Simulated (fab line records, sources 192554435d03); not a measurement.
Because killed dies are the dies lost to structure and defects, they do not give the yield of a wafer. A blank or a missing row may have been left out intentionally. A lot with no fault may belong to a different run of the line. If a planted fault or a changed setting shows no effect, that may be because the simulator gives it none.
The tool behind it: which one? -- flow n5Finfet -- 30 wafers from 10 lots sampled at 4 of the route's 1938 steps

WHAT EACH GAUGE READ, for each wafer
N5_BEOL_M6_INSPECT_58: inspects for defects (darkfield).
lot,measured,on,rawDefectCount
L978,day 11 22:49,defectInspect-01,65 68 67
L977,day 12 02:37,defectInspect-02,113 54 83
L979,day 12 18:57,defectInspect-02,54 50 54
L980,day 12 21:09,defectInspect-02,53 28 39
L982,day 13 09:38,defectInspect-01,43 41 44
L976,day 14 19:38,defectInspect-02,67 65 56
L990,day 15 00:31,defectInspect-01,553 601 56
L993,day 16 05:06,defectInspect-02,92 50 61
L995,day 16 08:31,defectInspect-02,31 57 47
L996,day 16 11:25,defectInspect-02,58 84 34

WHAT TOOL EACH LOT RAN ON (gives the tool, then ch and the chambers of the sampled wafers, and finally the start)
lot,N5_BEOL_M6_DEGAS_44,N5_BEOL_M6_SURFACE_TREAT_79,N5_BEOL_M6_DEP_56
L978,"pvdSputter-02, day 11 19:52","pvdSputter-03, day 11 21:35","pecvd-03 ch 0,1,2, day 11 22:43"
L977,"pvdSputter-03, day 11 23:40","pvdSputter-02, day 12 01:25","pecvd-02 ch 0,1,2, day 12 02:32"
L979,"pvdSputter-02, day 12 17:20","pvdSputter-01, day 12 17:47","pecvd-02 ch 0,2, day 12 18:52"
L980,"pvdSputter-01, day 12 17:42","pvdSputter-02, day 12 18:07","pecvd-03 ch 1,2, day 12 21:02"
L982,"pvdSputter-03, day 13 08:02","pvdSputter-01, day 13 08:25","pecvd-02 ch 1,2, day 13 09:32"
L976,"pvdSputter-02, day 14 18:03","pvdSputter-02, day 14 18:26","pecvd-04 ch 0,1, day 14 19:32"
L990,"pvdSputter-01, day 14 21:53","pvdSputter-03, day 14 22:28","pecvd-03 ch 0,1, day 15 00:25"
L993,"pvdSputter-01, day 16 01:58","pvdSputter-03, day 16 03:27","pecvd-04 ch 0,1, day 16 05:01"
L995,"pvdSputter-01, day 16 05:55","pvdSputter-03, day 16 06:18","pecvd-02 ch 0,2, day 16 08:25"
L996,"pvdSputter-01, day 16 09:28","pvdSputter-03, day 16 09:53","pecvd-02 ch 1,2, day 16 11:20"
- N5_BEOL_M6_DEGAS_44: time 60 s.
- N5_BEOL_M6_SURFACE_TREAT_79
- N5_BEOL_M6_DEP_56: deposits SiCN from 3MS/NH3, target thk 10 nm, time 17.5 s.

THE ANSWER, worked out from the rows above alone
Rule: the usual values come from the lots themselves. The widest of any qualifying gaps counts: lots, ordered by their means at a reading, are off when they make up no more than a third of the lots, leave a main group of 4 or more, and stand apart from it by 3 or more times the standard deviation of that group's means. If all means in a main group match to the digits the tables above print for the reading, that group is not used. A lot without any number at a reading at which 4 lots or more have one is off too. Where the step has rows for the other lots, those lots are counted as sound.
Off: L990, at N5_BEOL_M6_INSPECT_58 (rawDefectCount). Mean 58 and standard deviation 13 in the main group.
A tool fits if, at a process step before that reading, it ran every lot that is off, and no sound lot after the first of them. Gauges at N5_BEOL_M6_INSPECT_58: tried the same way as those tools. Can't be told from this: 2 tools fit, pecvd-03 at N5_BEOL_M6_DEP_56, defectInspect-01 at N5_BEOL_M6_INSPECT_58.

WHAT HAD BEEN PUT IN BY THE SIMULATOR
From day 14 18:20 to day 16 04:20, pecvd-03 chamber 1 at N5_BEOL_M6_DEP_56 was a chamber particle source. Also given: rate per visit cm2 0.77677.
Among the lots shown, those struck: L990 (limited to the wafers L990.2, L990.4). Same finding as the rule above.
